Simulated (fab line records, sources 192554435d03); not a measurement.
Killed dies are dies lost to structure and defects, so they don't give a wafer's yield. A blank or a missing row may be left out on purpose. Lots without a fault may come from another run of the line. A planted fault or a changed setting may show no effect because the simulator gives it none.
A struck lot beside a sound one | flow n5_finfet | 36 steps out of a route of 1938
Sound: wafers L931.2, L931.4, L931.6. Struck: wafers L932.1, L932.3, L932.4. The cause comes at the end.
At each step with rows: each side's tool, then ch and its chambers, then its first start. Under that, the readings that differ: sound wafers | struck wafers | difference of the means | sigmas: that difference in standard deviations of wafers without a fault.
alike: readings whose means differ by less than 2 such deviations, and words and numbers that are the same on both sides. not compared: withheld readings, readings that some wafer has no value for, bounds like >300 that may hide the same value, and numbers for which the record gives no deviation and whose values overlap.
The two part at a step that has a row with sigmas, a row that says differs or no value, or rows on one side only. Numbers that don't overlap but have no deviation are shown without sigmas and don't part them. A reading that every wafer of one side lacks parts them only if that side has two wafers or more.

first, 9 steps without rows for these wafers: N5_WELL_APT_HMDS_18 (time 60 s); N5_WELL_APT_COAT_19 (resist thk 950 nm); N5_WELL_APT_EBR_21; N5_WELL_APT_SOFTBAKE_20 (time 60 s); N5_WELL_APT_EXPOSE_22 (exposes mask PWELL, defocus 0 nm, target cd 200 nm); N5_WELL_APT_PEB_23 (peb time 90 s); N5_WELL_APT_DEVELOP_24 (develop time 45 s); N5_WELL_APT_HARDBAKE_29 (time 120 s); N5_WELL_APT_DESCUM_30 (chemistry O2, time 7.9 s).
N5_WELL_APT_IMPLANT_31:
  sound on implanter-01 ch 0, day 3 15:56; struck on implanter-01 ch 0, day 3 23:34
  reading            | sound                         | struck                           | difference  | sigmas
  dose_ions_cm2      | 1.5006e+13 1.5018e+13 1.5e+13 | 1.4058e+13 1.4043e+13 1.4054e+13 | -9.5633e+11 | -53
  faraday_current_uA | 191 190 187                   | 174 179 178                      | -12         | -3
then, 25 steps without rows for these wafers: N5_WELL_APT_IMPLANT_32; N5_WELL_APT_STRIP_33 (strips in SPM, time 900 s); N5_WELL_APT_RTA_34 (time 10 s); N5_WELL_APT_OXIDE_STRIP_42 (strips SiO2 in dHF, time 45 s, target depth 12 nm); N5_WELL_APT_PRECLEAN_36 (cleans in O3/DIW, time 45 s); N5_WELL_APT_PRECLEAN_39 (cleans in dHF, time 60 s); N5_WELL_APT_SRD_37 (time 30 s); N5_WELL_APT_EPI_41 (deposits Si from SiH4/H2, target thk 50 nm, time 297.7 s); N5_PMOS_HMC_CHANNEL_EPI_HM_DEP_34 (deposits SiO2 from TEOS/O2, target thk 36 nm, time 6.9 s); N5_PMOS_HMC_CHANNEL_EPI_COAT_31 (time 60 s, resist thk 66 nm); N5_PMOS_HMC_CHANNEL_EPI_COAT_03 (resist thk 205 nm); N5_PMOS_HMC_CHANNEL_EPI_EBR_05; N5_PMOS_HMC_CHANNEL_EPI_SOFTBAKE_04 (time 60 s); N5_PMOS_HMC_CHANNEL_EPI_EXPOSE_06 (exposes mask PMOS HMC BLK, target cd 240 nm); N5_PMOS_HMC_CHANNEL_EPI_PEB_07 (peb time 60 s); N5_PMOS_HMC_CHANNEL_EPI_DEVELOP_08 (develop time 30 s); N5_PMOS_HMC_CHANNEL_EPI_DESCUM_14 (chemistry O2, time 7.9 s); N5_PMOS_HMC_CHANNEL_EPI_ETCH_32 (etches BARC in N2/H2, stops on SiO2, target depth 85.8 nm, time 50.3 s); N5_PMOS_HMC_CHANNEL_EPI_HM_OPEN_15 (chemistry CHF3/O2, target SiO2, target depth 40.6 nm, time 20.3 s); N5_PMOS_HMC_CHANNEL_EPI_STRIP_33 (strips in N2/H2); N5_PMOS_HMC_CHANNEL_EPI_STRIP_17 (strips in SPM, time 750 s); N5_PMOS_HMC_CHANNEL_EPI_ETCH_38 (etches SiO2 in CF4, target depth 1.5 nm); N5_PMOS_HMC_CHANNEL_EPI_FIN_RECESS_16 (chemistry HBr/Cl2, target Si, target depth 54 nm, time 18 s); N5_PMOS_HMC_CHANNEL_EPI_PRECLEAN_36 (cleans in O3/DIW, time 45 s); N5_PMOS_HMC_CHANNEL_EPI_PRECLEAN_18 (cleans in DHF, time 30 s).
-- the record jumps here: 7 days lie between the struck wafers' starts before and after (it left off in module PMOS_HMC_CHANNEL_EPI and takes up again in module BEOL_M4, whose first step shown is number 1111 of the route) --
N5_BEOL_M4_RC_MEAS_101:
  sound on prober-01 ch 0, day 9 22:51; struck on prober-02 ch 0, day 11 00:14
  reading           | sound          | struck         | difference | sigmas
  RS_PWELL (ohm/sq) | 3002 3011 3034 | 3163 3145 3177 | +146       | +7
  alike: DIBL_N, DIBL_P, IOFF_N, IOFF_P, ION_N, ION_P, SS_N, SS_P, VT_N, VT_P

WHERE THEY PART
First at N5_WELL_APT_IMPLANT_31; last, within this record, at N5_BEOL_M4_RC_MEAS_101.

WHY: what the simulator had put in
Process parameter drift: implanter-01, from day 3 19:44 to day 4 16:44, at N5_WELL_APT_IMPLANT_31. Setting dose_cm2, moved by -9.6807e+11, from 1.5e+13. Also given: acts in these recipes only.
